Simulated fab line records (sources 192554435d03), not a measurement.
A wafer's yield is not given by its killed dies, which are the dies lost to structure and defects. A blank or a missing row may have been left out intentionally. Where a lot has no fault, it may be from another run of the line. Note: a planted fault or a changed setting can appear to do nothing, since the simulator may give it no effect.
Matching of chambers :: flow n5_finfet :: cmp-04 running N5_GATE_CUT_CMP_02: 4 sister chambers
The step polishes, stops on SiO2, t overpolish 12.7 s, target thk 0 nm. 8 wafers are shown with their chamber, then 9 later ones without.

WAFERS WITH THEIR CHAMBER
wafer: L075.4
chamber: 0
motor_current_A (A): 9.9
time_to_endpoint_s (s): 25.6

wafer: L077.3
chamber: 2
motor_current_A (A): 7.8
time_to_endpoint_s (s): 30.2

wafer: L080.1
chamber: 1
motor_current_A (A): 8.2
time_to_endpoint_s (s): 28.1

wafer: L080.5
chamber: 3
motor_current_A (A): 7.5
time_to_endpoint_s (s): 26.5

wafer: L080.6
chamber: 2
motor_current_A (A): 8.0
time_to_endpoint_s (s): 27.4

wafer: L083.1
chamber: 0
motor_current_A (A): 10.4
time_to_endpoint_s (s): 20.1

wafer: L083.4
chamber: 1
motor_current_A (A): 8.6
time_to_endpoint_s (s): 27.5

wafer: L083.5
chamber: 3
motor_current_A (A): 6.9
time_to_endpoint_s (s): 23.6

WAFERS WITH NO CHAMBER GIVEN
wafer: L086.3
motor_current_A (A): 7.3
time_to_endpoint_s (s): 23.9

wafer: L086.4
motor_current_A (A): 8.4
time_to_endpoint_s (s): 25.9

wafer: L086.5
motor_current_A (A): 10.3
time_to_endpoint_s (s): 24.0

wafer: L091.2
motor_current_A (A): 9.9
time_to_endpoint_s (s): 22.9

wafer: L091.3
motor_current_A (A): 7.5
time_to_endpoint_s (s): 22.6

wafer: L091.4
motor_current_A (A): 8.6
time_to_endpoint_s (s): 26.5

wafer: L094.1
motor_current_A (A): 7.3
time_to_endpoint_s (s): 20.4

wafer: L094.4
motor_current_A (A): 9.8
time_to_endpoint_s (s): 20.4

wafer: L094.6
motor_current_A (A): 8.6
time_to_endpoint_s (s): 24.7

THE CHAMBER EACH PASSED THROUGH
wafer: L086.3
from the rows above: 3
in truth: 3

wafer: L086.4
from the rows above: can't be placed: 1 or 2
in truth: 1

wafer: L086.5
from the rows above: 0
in truth: 0

wafer: L091.2
from the rows above: 0
in truth: 0

wafer: L091.3
from the rows above: can't be placed: 3 or 2
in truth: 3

wafer: L091.4
from the rows above: can't be placed: 1 or 2
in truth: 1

wafer: L094.1
from the rows above: 3
in truth: 3

wafer: L094.4
from the rows above: 0
in truth: 0

wafer: L094.6
from the rows above: can't be placed: 1 or 2
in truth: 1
Correctly placed: 5 of 9. These rows do not allow placing 4 (true chamber among the candidates in 4). Number placed wrongly: 0.
How it was worked out, from the rows above alone: a wafer's distance from a chamber is the root of the sum, over the readings, of the square of ((its reading less the chamber's mean) divided by the reading's scatter). If the next closest chamber is less than 2 further off than the closest, the wafer can't be placed; otherwise it belongs to the closest. A chamber's mean is the mean of its shown wafers. How the scatter is found: for the shown wafers, subtract from each reading the mean of its chamber, square and add these, divide the total by (wafers less chambers), then take the root.
